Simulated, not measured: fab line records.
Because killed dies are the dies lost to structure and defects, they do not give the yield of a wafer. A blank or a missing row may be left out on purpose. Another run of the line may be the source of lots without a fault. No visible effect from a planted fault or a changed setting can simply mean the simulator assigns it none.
Split-lot experiment -- flow n5 finfet -- route with 1938 steps; 7 lots, 21 wafers read

## THE SPLIT
At N5_BEOL_M2_ETCH_69 (etches SiARC in CF4, target depth 15.6 nm, time 26 s), the setting bias w was moved away from the recipe's 36 W on 2 of the 21 wafers read, by +12.9% to +14.6%. This setting was run at the recipe's value on the other wafers.

The reading is taken at the split's own step.

## THE READING
rf vpp V, in V, at N5_BEOL_M2_ETCH_69 (etches SiARC in CF4, target depth 15.6 nm, time 26 s). A value of 184.1 V with a standard deviation of 1 V is what fault-free wafers of this fab line usually give.

wafer,"tool, chamber at the split","bias w as run, W",against the recipe,"rf vpp V, V",against lot-mates on the recipe
L078.3,"rie diel-03, 1",36,recipe,184.7,-
L078.5,"rie diel-03, 3",36,recipe,184.0,-
L078.6,"rie diel-03, 2",36,recipe,183.5,-
L081.1,"rie diel-03, 3",36,recipe,183.9,-
L081.2,"rie diel-03, 0",36,recipe,185.6,-
L081.4,"rie diel-03, 3",36,recipe,183.7,-
L084.1,"rie diel-01, 2",36,recipe,184.3,-
L084.3,"rie diel-01, 3",36,recipe,182.9,-
L084.5,"rie diel-01, 2",41.26,+14.6%,200.0,+16.4
L083.2,"rie diel-04, 2",36,recipe,183.3,-
L083.5,"rie diel-04, 3",36,recipe,184.9,-
L083.6,"rie diel-04, 2",36,recipe,183.1,-
L082.1,"rie diel-04, 3",36,recipe,183.0,-
L082.3,"rie diel-04, 2",36,recipe,182.2,-
L082.6,"rie diel-04, 2",36,recipe,182.4,-
L096.2,"rie diel-03, 0",36,recipe,185.0,-
L096.3,"rie diel-03, 3",40.64,+12.9%,198.6,+13.2
L096.6,"rie diel-03, 0",36,recipe,185.8,-
L097.2,"rie diel-04, 1",36,recipe,185.1,-
L097.3,"rie diel-04, 3",36,recipe,183.2,-
L097.4,"rie diel-04, 2",36,recipe,182.7,-

THE FIT
A straight line over all 21 wafers: rf vpp V changes by +1.12 V for each +1% of bias w; r = +0.98; the points scatter about the line by 1.1 V.
The same after taking each lot's own level away (the mean of its wafers on the recipe; 21 wafers): +1.08 V for each +1%; r = +0.99; scatter 0.75 V.
On that fit, the largest move of bias w shifts the reading by 16 V.
Across the lots, their own levels run from 182.53 to 185.40 V, a range of 2.9 times the standard deviation given above.
The two slopes agree, so the slope changes little with the lot-to-lot level.
Check: with one of the wafers moved furthest among these (+14.6%) left out of the fit, the line predicts +15 V for it against its lot-mates. It came out at +16.4 V against them.
Tool readings at the split's step, against how far the setting was moved: rf vpp V r = +0.98.

## ADDITIONAL SPLITS CARRIED BY THESE WAFERS
Note: prior to the reading, these wafers also went through further splits. Each is held against what the fit with the lots' levels taken away leaves over:
other split on the same wafers,wafers away from the commonest value,r with rf vpp V (lot level and that fit taken away)
N5_BEOL_M0_ETCH_109 bias w,6,-0.33
N5_BEOL_M1_ILD_DEP_00 time s,5,+0.25
N5_BEOL_M1_PECVD_72 time s,9,-0.03
N5_BEOL_M1_TRENCH_ETCH_37 time s,7,+0.08

## THE FILE'S OWN FIT
rf vpp V changes by +1.08 V for each +1% of bias w, r = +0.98.
